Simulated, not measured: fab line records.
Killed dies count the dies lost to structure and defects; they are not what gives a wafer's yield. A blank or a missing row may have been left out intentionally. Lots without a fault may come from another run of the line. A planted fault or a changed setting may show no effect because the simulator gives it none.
What tool caused it?	flow n5_finfet	60 wafers from 20 lots sampled at 6 of the route's 1938 steps

## WHAT THE GAUGES READ, wafer by wafer
Not one reading of a measure or inspect step in the record can be checked against a usual standard deviation.

## WHAT TOOL EACH LOT RAN ON (gives the tool, then ch and the chambers of the sampled wafers, and finally the start)
lot	N5_BEOL_M5_STRIP_19	N5_BEOL_M5_STRIP_36	N5_BEOL_M5_STRIP_91	N5_BEOL_M5_DEP_56	N5_BEOL_M6_ETCH_72	N5_BEOL_M6_STRIP_36
L074	rie_diel-03 ch 0,1, day 8 15:14	rie_diel-02 ch 0,2, day 8 16:41	rie_diel-02 ch 0,2, day 8 23:36 or earlier	pecvd-04 ch 0,2, day 8 23:36	rie_diel-06 ch 0,3, day 9 02:19	rie_diel-06 ch 0,3, day 9 02:31
L075	rie_diel-01 ch 0,1,2, day 8 22:08	rie_diel-01 ch 0,1,3, day 8 22:55	rie_diel-01 ch 0,1,3, day 9 06:36 or earlier	pecvd-04 ch 0,1,2, day 9 06:36	rie_diel-06 ch 1,2, day 9 13:12	rie_diel-06 ch 1,2, day 9 13:24
L076	rie_diel-01 ch 0,2,3, day 9 06:51	rie_diel-03 ch 0,1,3, day 9 08:02	rie_diel-03 ch 0,1,3, day 9 14:58 or earlier	pecvd-02 ch 0,1, day 9 14:58	rie_diel-06 ch 0,3, day 9 19:13	rie_diel-06 ch 0,3, day 9 19:25
L079	rie_diel-02 ch 0,1,3, day 9 10:01	rie_diel-01 ch 1,2,3, day 9 13:22	rie_diel-01 ch 1,2,3, day 9 20:47 or earlier	pecvd-04 ch 0,1,2, day 9 20:47	rie_diel-05 ch 0,1,3, day 10 03:41	rie_diel-05 ch 0,1,3, day 10 03:53
L078	rie_diel-01 ch 0,3, day 9 14:32	rie_diel-03 ch 0,1,2, day 9 16:56	rie_diel-03 ch 0,1,2, day 10 00:53 or earlier	pecvd-04 ch 0,1, day 10 00:53	rie_diel-06 ch 1,2, day 10 08:19	rie_diel-06 ch 1,2, day 10 08:30
L080	rie_diel-03 ch 0,1, day 10 06:15	rie_diel-01 ch 0,2,3, day 10 08:23	rie_diel-01 ch 0,2,3, day 10 15:19 or earlier	pecvd-01 ch 0,1, day 10 15:19	rie_diel-04 ch 0,2,3, day 10 21:24	rie_diel-04 ch 0,2,3, day 10 21:36
L082	rie_diel-01 ch 2,3, day 10 11:47	rie_diel-01 ch 1,2,3, day 10 14:40	rie_diel-01 ch 1,2,3, day 10 22:35 or earlier	pecvd-01 ch 0,1, day 10 22:35	rie_diel-04 ch 0,2, day 11 03:16	rie_diel-04 ch 0,2, day 11 03:28
L083	rie_diel-02 ch 0,1,2, day 11 01:50	rie_diel-01 ch 0,1,2, day 11 02:34	rie_diel-01 ch 0,1,2, day 11 10:14 or earlier	pecvd-01 ch 0,2, day 11 10:14	rie_diel-05 ch 0,1,2, day 11 15:04	rie_diel-05 ch 0,1,2, day 11 15:16
L085	rie_diel-02 ch 0,2,3, day 11 02:11	rie_diel-01 ch 0,1,2, day 11 03:03	rie_diel-01 ch 0,1,2, day 11 10:20 or earlier	pecvd-04 ch 0,2, day 11 10:20	rie_diel-06 ch 0,2,3, day 11 15:28	rie_diel-06 ch 0,2,3, day 11 15:40
L084	rie_diel-01 ch 1,2,3, day 11 05:25	rie_diel-02 ch 0,1,3, day 11 08:35	rie_diel-02 ch 0,1,3, day 11 16:28 or earlier	pecvd-04 ch 0,1,2, day 11 16:28	rie_diel-04 ch 0,1,3, day 11 22:00	rie_diel-04 ch 0,1,3, day 11 22:11
L088	rie_diel-03 ch 0,3, day 11 10:22	rie_diel-03 ch 2,3, day 11 12:03	rie_diel-03 ch 2,3, day 11 19:15 or earlier	pecvd-01 ch 1,2, day 11 19:15	rie_diel-05 ch 1,2, day 11 22:34	rie_diel-05 ch 1,2, day 11 22:46
L086	rie_diel-02 ch 0,1,3, day 11 10:30	rie_diel-01 ch 1,2, day 11 12:32	rie_diel-01 ch 1,2, day 11 21:48 or earlier	pecvd-01 ch 0,1, day 11 21:48	rie_diel-05 ch 0,2, day 12 02:26	rie_diel-05 ch 0,2, day 12 02:38
L087	rie_diel-02 ch 0,2,3, day 12 06:49	rie_diel-02 ch 1,2,3, day 12 08:25	rie_diel-02 ch 1,2,3, day 12 15:20 or earlier	pecvd-04 ch 0,2, day 12 15:20	rie_diel-04 ch 0,2,3, day 12 20:35	rie_diel-04 ch 0,2,3, day 12 20:47
L089	rie_diel-02 ch 0,2,3, day 12 06:58	rie_diel-01 ch 1,2, day 12 08:17	rie_diel-01 ch 1,2, day 12 15:05 or earlier	pecvd-02 ch 1,2, day 12 15:05	rie_diel-06 ch 0,3, day 12 20:50	rie_diel-06 ch 0,3, day 12 21:01
L091	rie_diel-02 ch 0,1, day 13 04:56	rie_diel-02 ch 0,2,3, day 13 08:17	rie_diel-02 ch 0,2,3, day 13 15:21 or earlier	pecvd-01 ch 0,2, day 13 15:21	rie_diel-05 ch 0,2, day 13 21:14	rie_diel-05 ch 0,2, day 13 21:26
L094	rie_diel-03 ch 0,1,2, day 13 08:58	rie_diel-02 ch 0,1, day 13 11:28	rie_diel-02 ch 0,1, day 13 19:58 or earlier	pecvd-04 ch 1,2, day 13 19:58	rie_diel-06 ch 1,3, day 13 23:56	rie_diel-06 ch 1,3, day 14 00:08
L092	rie_diel-02 ch 0,1, day 13 09:09	rie_diel-01 ch 2,3, day 13 11:08	rie_diel-01 ch 2,3, day 13 17:55 or earlier	pecvd-02 ch 0,1,2, day 13 17:55	rie_diel-05 ch 0,1,3, day 13 23:35	rie_diel-05 ch 0,1,3, day 13 23:47
L096	rie_diel-01 ch 0,1,3, day 13 12:25	rie_diel-01 ch 0,2, day 13 15:05	rie_diel-01 ch 0,2, day 13 22:25 or earlier	pecvd-01 ch 0,1, day 13 22:25	rie_diel-06 ch 1,3, day 14 01:52	rie_diel-06 ch 1,3, day 14 02:04
L093	rie_diel-02 ch 1,2,3, day 13 12:35	rie_diel-02 ch 0,1, day 13 14:54	rie_diel-02 ch 0,1, day 13 22:18 or earlier	pecvd-04 ch 0,2, day 13 22:18	rie_diel-05 ch 2,3, day 14 02:20	rie_diel-05 ch 2,3, day 14 02:32
L095	rie_diel-03 ch 0,1,3, day 14 03:28	rie_diel-03 ch 0,3, day 14 07:05	rie_diel-03 ch 0,3, day 14 13:58 or earlier	pecvd-02 ch 0,2, day 14 13:58	rie_diel-04 ch 0,2,3, day 14 22:13	rie_diel-04 ch 0,2,3, day 14 22:25
- N5_BEOL_M5_STRIP_19: strips in O2.
- N5_BEOL_M5_STRIP_36: strips in N2/H2.
- N5_BEOL_M5_STRIP_91: strips in N2/H2, time 10 s.
- N5_BEOL_M5_DEP_56: deposits SiCN from 3MS/NH3, target thk 8 nm, time 14 s.
- N5_BEOL_M6_ETCH_72: etches underlayer in N2/H2, target depth 6.5 nm, time 5.2 s.
- N5_BEOL_M6_STRIP_36: strips in N2/H2.

## WHAT THE TOOLS THEMSELVES READ (means of the sampled wafers that have a number; where no wafer has one, the mark that the record gives instead)
N5_BEOL_M5_STRIP_19. Usual: drypump_motor_current_A 5.7 A, standard deviation 0.37; oes_product_au 0.77 a.u., standard deviation 0.081; rf_vpp_V 3.7 V, standard deviation 0.49; showerhead_plenum_p_Torr 2.08 Torr, standard deviation 0.07; throttle_valve_pct 16.79 %, standard deviation 0.26.
lot	tool	drypump_motor_current_A (A)	oes_product_au (a.u.)	rf_vpp_V (V)	showerhead_plenum_p_Torr (Torr)	throttle_valve_pct (%)	flag
L074	rie_diel-03	5.2	0.69	3.9	2.10	17.08	
L075	rie_diel-01	5.9	0.74	3.9	2.09	16.60	
L076	rie_diel-01	6.2	0.73	3.6	2.10	16.80	
L079	rie_diel-02	5.5	0.83	3.1	2.10	16.64	
L078	rie_diel-01	6.1	0.72	3.8	2.04	17.05	
L080	rie_diel-03	5.3	0.70	4.2	2.14	17.11	
L082	rie_diel-01	6.1	0.72	3.6	2.06	17.04	
L083	rie_diel-02	5.7	0.81	3.6	2.08	16.69	
L085	rie_diel-02	5.6	0.82	4.1	2.12	16.56	
L084	rie_diel-01	5.8	0.72	4.6	2.05	16.86	
L088	rie_diel-03	5.3	0.72	4.0	2.06	16.93	
L086	rie_diel-02	5.5	0.82	3.8	2.10	16.65	
L087	rie_diel-02	5.6	0.82	3.8	2.12	16.57	
L089	rie_diel-02	5.6	0.81	4.6	2.12	16.56	
L091	rie_diel-02	5.6	0.79	3.4	2.05	16.80	
L094	rie_diel-03	5.5	0.85	3.5	2.09	16.90	
L092	rie_diel-02	5.6	0.83	3.9	2.10	16.57	
L096	rie_diel-01	5.9	0.71	3.4	2.02	16.92	
L093	rie_diel-02	5.6	0.74	3.6	2.07	16.81	
L095	rie_diel-03	5.2	0.79	3.7	2.07	16.92	

N5_BEOL_M5_STRIP_36. Usual: drypump_motor_current_A 5.7 A, standard deviation 0.41; oes_product_au 0.76 a.u., standard deviation 0.076; rf_vpp_V 59.2 V, standard deviation 1.4; showerhead_plenum_p_Torr 2.51 Torr, standard deviation 0.086; throttle_valve_pct 23.7 %, standard deviation 0.39.
lot	tool	drypump_motor_current_A (A)	oes_product_au (a.u.)	rf_vpp_V (V)	showerhead_plenum_p_Torr (Torr)	throttle_valve_pct (%)	flag
L074	rie_diel-02	5.7	0.87	58.9	2.58	23.4	
L075	rie_diel-01	5.9	0.73	58.0	2.45	23.9	
L076	rie_diel-03	5.2	0.72	58.7	2.53	24.0	
L079	rie_diel-01	5.9	0.73	59.3	2.49	23.9	
L078	rie_diel-03	5.4	0.79	58.2	2.55	24.1	
L080	rie_diel-01	6.2	0.72	57.5	2.52	23.6	
L082	rie_diel-01	5.8	0.73	60.9	2.49	23.8	
L083	rie_diel-01	5.9	0.73	59.3	2.52	23.6	
L085	rie_diel-01	5.9	0.73	57.7	2.52	23.5	
L084	rie_diel-02	5.5	0.83	59.8	2.52	23.5	
L088	rie_diel-03	5.4	0.81	57.4	2.44	23.8	
L086	rie_diel-01	5.6	0.74	59.4	2.49	23.8	
L087	rie_diel-02	5.6	0.76	59.0	2.50	23.5	
L089	rie_diel-01	5.6	0.73	57.6	2.49	23.8	
L091	rie_diel-02	5.6	0.80	58.9	2.55	23.4	
L094	rie_diel-02	5.6	0.78	59.1	2.48	23.7	
L092	rie_diel-01	6.1	0.69	59.9	2.47	24.0	
L096	rie_diel-01	6.3	0.70	60.0	2.54	23.3	
L093	rie_diel-02	5.6	0.79	59.7	2.48	23.7	
L095	rie_diel-03	5.3	0.71	60.6	2.56	23.9	

N5_BEOL_M5_STRIP_91. Usual: drypump_motor_current_A 5.7 A, standard deviation 0.4; oes_product_au 0.76 a.u., standard deviation 0.076; rf_vpp_V 59.1 V, standard deviation 0.88; showerhead_plenum_p_Torr 2.51 Torr, standard deviation 0.086; throttle_valve_pct 23.7 %, standard deviation 0.39.
lot	tool	drypump_motor_current_A (A)	oes_product_au (a.u.)	rf_vpp_V (V)	showerhead_plenum_p_Torr (Torr)	throttle_valve_pct (%)	flag
L074	rie_diel-02	5.7	0.89	58.6	2.58	23.4	
L075	rie_diel-01	5.9	0.73	58.3	2.45	23.9	
L076	rie_diel-03	5.2	0.71	58.8	2.53	24.0	
L079	rie_diel-01	5.8	0.74	59.5	2.49	23.9	
L078	rie_diel-03	5.5	0.79	59.1	2.55	24.1	
L080	rie_diel-01	6.2	0.72	59.8	2.52	23.6	
L082	rie_diel-01	5.8	0.73	58.8	2.49	23.9	
L083	rie_diel-01	6.0	0.73	59.9	2.52	23.6	
L085	rie_diel-01	5.9	0.73	58.0	2.52	23.5	
L084	rie_diel-02	5.5	0.82	59.1	2.52	23.5	
L088	rie_diel-03	5.4	0.81	59.2	2.44	23.8	
L086	rie_diel-01	5.6	0.74	59.2	2.49	23.8	
L087	rie_diel-02	5.6	0.76	58.1	2.50	23.5	
L089	rie_diel-01	5.6	0.73	59.5	2.49	23.8	
L091	rie_diel-02	5.6	0.80	59.4	2.55	23.4	
L094	rie_diel-02	5.6	0.79	58.7	2.48	23.7	
L092	rie_diel-01	6.1	0.70	59.3	2.47	24.0	
L096	rie_diel-01	6.3	0.71	59.4	2.54	23.3	
L093	rie_diel-02	5.6	0.78	58.2	2.48	23.7	
L095	rie_diel-03	5.3	0.71	59.9	2.56	23.9	

N5_BEOL_M5_DEP_56. Usual: rf_fwd_power_W 198.9 W, standard deviation 0.91; showerhead_plenum_p_Torr 3.660 Torr, standard deviation 0.011; throttle_valve_pct 8.8 %, standard deviation 0.42.
lot	tool	rf_fwd_power_W (W)	showerhead_plenum_p_Torr (Torr)	throttle_valve_pct (%)	flag
L074	pecvd-04	199.1	3.665	9.0	
L075	pecvd-04	199.3	3.654	9.0	
L076	pecvd-02	199.5	3.658	8.5	
L079	pecvd-04	199.5	3.650	8.8	
L078	pecvd-04	198.9	3.651	9.1	
L080	pecvd-01	198.6	3.675	8.9	
L082	pecvd-01	198.3	3.660	9.2	
L083	pecvd-01	197.5	3.668	8.7	
L085	pecvd-04	198.8	3.662	9.0	
L084	pecvd-04	199.4	3.656	9.0	
L088	pecvd-01	199.0	3.659	9.3	
L086	pecvd-01	198.0	3.672	9.1	
L087	pecvd-04	200.1	3.662	8.7	
L089	pecvd-02	200.2	3.659	7.9	
L091	pecvd-01	197.9	3.667	8.7	
L094	pecvd-04	198.8	3.645	9.0	
L092	pecvd-02	199.8	3.651	8.2	
L096	pecvd-01	198.9	3.664	9.0	
L093	pecvd-04	198.8	3.660	8.9	
L095	pecvd-02	199.5	3.655	8.0	

N5_BEOL_M6_ETCH_72. Usual: for drypump_motor_current_A, 5.9 A with a standard deviation of 0.5; for etch_rf_on_time_s, 5.15 s with a standard deviation of 0.11; for oes_product_au, 0.68 a.u. with a standard deviation of 0.061; for rf_fwd_power_W, 819.8 W with a standard deviation of 2.2; for rf_vpp_V, 525.3 V with a standard deviation of 2.4; for showerhead_plenum_p_Torr, 2.60 Torr with a standard deviation of 0.083; for throttle_valve_pct, 17.8 % with a standard deviation of 0.35.
lot	tool	drypump_motor_current_A (A)	etch_rf_on_time_s (s)	oes_product_au (a.u.)	rf_fwd_power_W (W)	rf_vpp_V (V)	showerhead_plenum_p_Torr (Torr)	throttle_valve_pct (%)	flag
L074	rie_diel-06	5.9	5.24	0.62	819.0	526.6	2.65	18.1	
L075	rie_diel-06	6.3	5.00	0.75	819.8	524.9	2.61	17.5	
L076	rie_diel-06	5.9	5.27	0.61	818.3	527.3	2.64	18.1	
L079	rie_diel-05	6.0	5.19	0.66	818.6	526.2	2.64	17.6	
L078	rie_diel-06	6.1	5.08	0.77	821.9	524.2	2.53	17.4	
L080	rie_diel-04	5.9	5.09	0.70	819.8	524.3	2.58	17.8	
L082	rie_diel-04	5.4	5.13	0.70	819.0	523.1	2.53	17.8	
L083	rie_diel-05	5.8	5.20	0.67	818.8	524.7	2.59	17.8	
L085	rie_diel-06	5.7	5.14	0.67	821.7	524.8	2.58	17.8	
L084	rie_diel-04	5.7	5.14	0.75	819.6	523.3	2.54	17.7	
L088	rie_diel-05	5.7	5.10	0.65	818.5	525.4	2.58	18.1	
L086	rie_diel-05	5.7	5.16	0.70	818.3	523.0	2.53	17.5	
L087	rie_diel-04	5.9	5.15	0.68	820.6	525.1	2.57	17.8	
L089	rie_diel-06	5.9	5.23	0.60	821.8	526.0	2.63	18.2	
L091	rie_diel-05	5.9	5.26	0.68	818.1	525.0	2.59	17.5	
L094	rie_diel-06	5.5	5.15	0.63	818.4	526.5	2.64	18.0	
L092	rie_diel-05	6.0	5.15	0.71	816.3	527.1	2.62	17.6	
L096	rie_diel-06	6.0	5.04	0.66	819.3	527.0	2.65	17.8	
L093	rie_diel-05	5.6	5.09	0.73	819.9	522.8	2.50	17.4	
L095	rie_diel-04	5.9	5.15	0.66	819.9	525.2	2.56	17.9	

N5_BEOL_M6_STRIP_36. Usual: drypump_motor_current_A 5.9 A, standard deviation 0.5; oes_product_au 0.79 a.u., standard deviation 0.075; rf_vpp_V 59.3 V, standard deviation 1.5; showerhead_plenum_p_Torr 2.59 Torr, standard deviation 0.083; throttle_valve_pct 23.5 %, standard deviation 0.46.
lot	tool	drypump_motor_current_A (A)	oes_product_au (a.u.)	rf_vpp_V (V)	showerhead_plenum_p_Torr (Torr)	throttle_valve_pct (%)	flag
L074	rie_diel-06	5.9	0.73	56.9	2.64	24.1	
L075	rie_diel-06	6.3	0.89	59.1	2.60	23.2	
L076	rie_diel-06	5.9	0.73	58.3	2.64	24.1	
L079	rie_diel-05	6.0	0.76	59.7	2.63	23.2	
L078	rie_diel-06	6.1	0.91	59.3	2.53	23.0	
L080	rie_diel-04	5.8	0.81	58.4	2.57	23.6	
L082	rie_diel-04	5.4	0.82	59.9	2.52	23.4	
L083	rie_diel-05	5.8	0.79	59.2	2.58	23.5	
L085	rie_diel-06	5.7	0.77	60.3	2.57	23.7	
L084	rie_diel-04	5.7	0.89	59.9	2.54	23.5	
L088	rie_diel-05	5.7	0.75	58.6	2.58	23.9	
L086	rie_diel-05	5.7	0.80	58.8	2.52	23.2	
L087	rie_diel-04	5.9	0.79	59.7	2.56	23.6	
L089	rie_diel-06	5.9	0.71	59.5	2.63	24.1	
L091	rie_diel-05	5.9	0.80	59.9	2.58	23.1	
L094	rie_diel-06	5.5	0.76	60.9	2.64	23.8	
L092	rie_diel-05	6.0	0.83	60.5	2.62	23.3	
L096	rie_diel-06	6.0	0.78	60.0	2.64	23.6	
L093	rie_diel-05	5.5	0.85	59.0	2.49	23.1	
L095	rie_diel-04	5.9	0.78	58.8	2.56	23.6	

## THE ANSWER, worked out from the rows above alone
Rule: a lot counts as off when the mean over its wafers that have a number is more than 3 standard deviations away from the usual mean. A lot without any number at a reading at which 4 lots or more have one is off too. Where the step has rows for the other lots, those lots are counted as sound. The gauges are gone through in route order, then the tools' own readings, and for those a lot's mean is taken as printed above. The first step at which some lot is off is used, and at that step the reading that is off furthest; a lot without a number counts as furthest.
Nothing can be told from this: no lot is off at any reading shown.

## WHAT HAD BEEN PUT IN BY THE SIMULATOR
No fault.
